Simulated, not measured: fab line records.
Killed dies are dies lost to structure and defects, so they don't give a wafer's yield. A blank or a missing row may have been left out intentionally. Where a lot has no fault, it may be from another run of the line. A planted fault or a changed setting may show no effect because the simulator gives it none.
Chamber matching | flow n5-finfet | 4 sister chambers for N5_BEOL_M2_ALD_84 on ald-metal-01
The step deposits TaN, pulse time 2 s, purge time 3 s, co reactant purge time 2 s. 8 wafers are shown with their chamber, then 11 later ones without.

## WAFERS, EACH WITH ITS CHAMBER
wafer  | chamber | heater-power-w (W)
L086.3 | 0       | 467
L086.5 | 2       | 455
L087.5 | 2       | 434
L087.6 | 1       | 438
L088.1 | 0       | 456
L088.2 | 1       | 436
L088.3 | 3       | 386
L091.1 | 3       | 390

## WAFERS MISSING THEIR CHAMBER
wafer  | heater-power-w (W)
L091.3 | 423
L091.4 | 453
L090.2 | 458
L090.3 | 383
L090.6 | 401
L092.1 | 453
L092.3 | 388
L092.6 | 453
L094.2 | 442
L094.3 | 396
L094.6 | 440

## THE CHAMBER EACH PASSED THROUGH
wafer  | from the rows above          | in truth
L091.3 | can't be placed: 1 or 2      | 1
L091.4 | can't be placed: 0 or 2 or 1 | 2
L090.2 | can't be placed: 0 or 2      | 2
L090.3 | 3                            | 3
L090.6 | 3                            | 3
L092.1 | can't be placed: 0 or 2 or 1 | 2
L092.3 | 3                            | 3
L092.6 | can't be placed: 0 or 2 or 1 | 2
L094.2 | can't be placed: 2 or 1 or 0 | 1
L094.3 | 3                            | 3
L094.6 | can't be placed: 1 or 2      | 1
4 of 11 placed correctly. Can't be placed from these rows: 7 (the true chamber is among the candidates in 7). Number placed wrongly: 0.
How it was worked out, from the rows above alone: a wafer's distance from a chamber is the root of the sum, over the readings, of the square of ((its reading less the chamber's mean) divided by the reading's scatter). The wafer belongs to the nearest chamber; if the next one is less than 2 further off, it can't be placed. The mean given for a chamber averages the wafers shown for that chamber. The scatter: take each reading less its chamber's mean, square it, sum over the shown wafers, divide by the number of wafers less the number of chambers, and take the root.
